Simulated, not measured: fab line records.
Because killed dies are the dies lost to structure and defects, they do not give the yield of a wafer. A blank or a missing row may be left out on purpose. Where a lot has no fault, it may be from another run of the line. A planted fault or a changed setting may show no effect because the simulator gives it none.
2 desks looking at one fault -- flow n5_finfet -- each desk holds nothing but its own numbers, with what lay behind them at the end

AT THE METROLOGY DESK
Lot by lot, what the gauges showed, no matter which tool ran the lot: averages of those sampled wafers that carry a number. The brackets show how far a lot's mean lies from the usual mean; more than 4 standard deviations puts the lot out of limits, marked OUT. It has 11 readings, of which 7 appear: the earliest out of limits, and the ones furthest out on some lot.
Columns: A = cd_nm at N5_HKMG_FIN_CD_MEAS_12, usual 93.1 nm; B = DIBL_N at N5_BEOL_M4_RC_MEAS_101, usual 36.3 mV/V; C = DIBL_P at N5_BEOL_M4_RC_MEAS_101, usual 36.3 mV/V; D = IOFF_N at N5_BEOL_M4_RC_MEAS_101, usual 0.16 nA/um; E = SS_N at N5_BEOL_M4_RC_MEAS_101, usual 71.6 mV/dec; F = SS_P at N5_BEOL_M4_RC_MEAS_101, usual 73.3 mV/dec; G = VT_N at N5_BEOL_M4_RC_MEAS_101, usual 250 mV
lot,first seen here,A,B,C,D,E,F,G
L673,day 4 14:39,94.1,32.4,31.6,0.10,70.0,72.0,257
L675,day 5 06:20,93.6,36.1,38.1,0.16,71.4,73.6,252
L678,day 5 20:14,93.1,32.8,33.0,0.13,71.2,72.7,254
L681,day 6 17:04,92.3,37.0,38.0,0.17,71.4,73.8,250
L683,day 7 03:07,93.0,38.5,37.3,0.16,72.0,73.3,250
L688,day 8 12:43,111.8 (+30) OUT,-,-,-,-,-,-
L690,day 8 22:55,108.3 (+25) OUT,36.7,36.7,0.17,71.3,73.2,250
L691,day 9 04:11,92.5,35.0,34.7,0.16,71.4,72.9,248
L694,day 10 00:44,93.3,36.7,37.0,0.19,71.9,73.0,246
This desk's verdict: out of limits on L688, L690, starting with L688 at day 8 12:43 (cd_nm at N5_HKMG_FIN_CD_MEAS_12). L673, L675, L678, L681, L683, L691, L694: within limits.

THE TOOL OWNER'S DESK: arfi_scanner-03
The tool's own readings at N5_HKMG_FIN_EXPOSE_09 (exposes mask NWFM): means of the sampled wafers that have a number, for each lot that ran on this tool. The brackets show how far a lot's mean lies from the usual mean; more than 4 standard deviations puts the lot out of limits, marked OUT.
Columns: A = exposure_dose_mJ_cm2 at N5_HKMG_FIN_EXPOSE_09, usual 39.23
lot,first seen here,A
L675,day 5 06:13,39.26
L678,day 5 20:07,39.32
L681,day 6 16:57,39.24
L688,day 8 12:35,52.70 (+99 or more) OUT
L690,day 8 22:47,50.00 (+99 or more) OUT
This desk's verdict: out of limits on L688, L690, starting with L688 at day 8 12:35 (exposure_dose_mJ_cm2 at N5_HKMG_FIN_EXPOSE_09). L675, L678, L681: within limits.

PUT TOGETHER
The tool owner's desk had the chance to raise an alarm at day 8 12:35 on L688, L690.
On L688, L690, the metrology desk was in a position to raise an alarm at day 8 12:43.
N5_HKMG_FIN_EXPOSE_09 was run on arfi_scanner-03 by each of the lots named.

WHAT THE SIMULATOR PUT IN
Drift in process parameters on arfi_scanner-03 at N5_HKMG_FIN_EXPOSE_09, starting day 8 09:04. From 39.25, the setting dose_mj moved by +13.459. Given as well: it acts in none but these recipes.
Struck lots among those shown: L688, L690.
Fault start to first reading out of limits, in hours, per desk: tool owner, 4; metrology, 4.
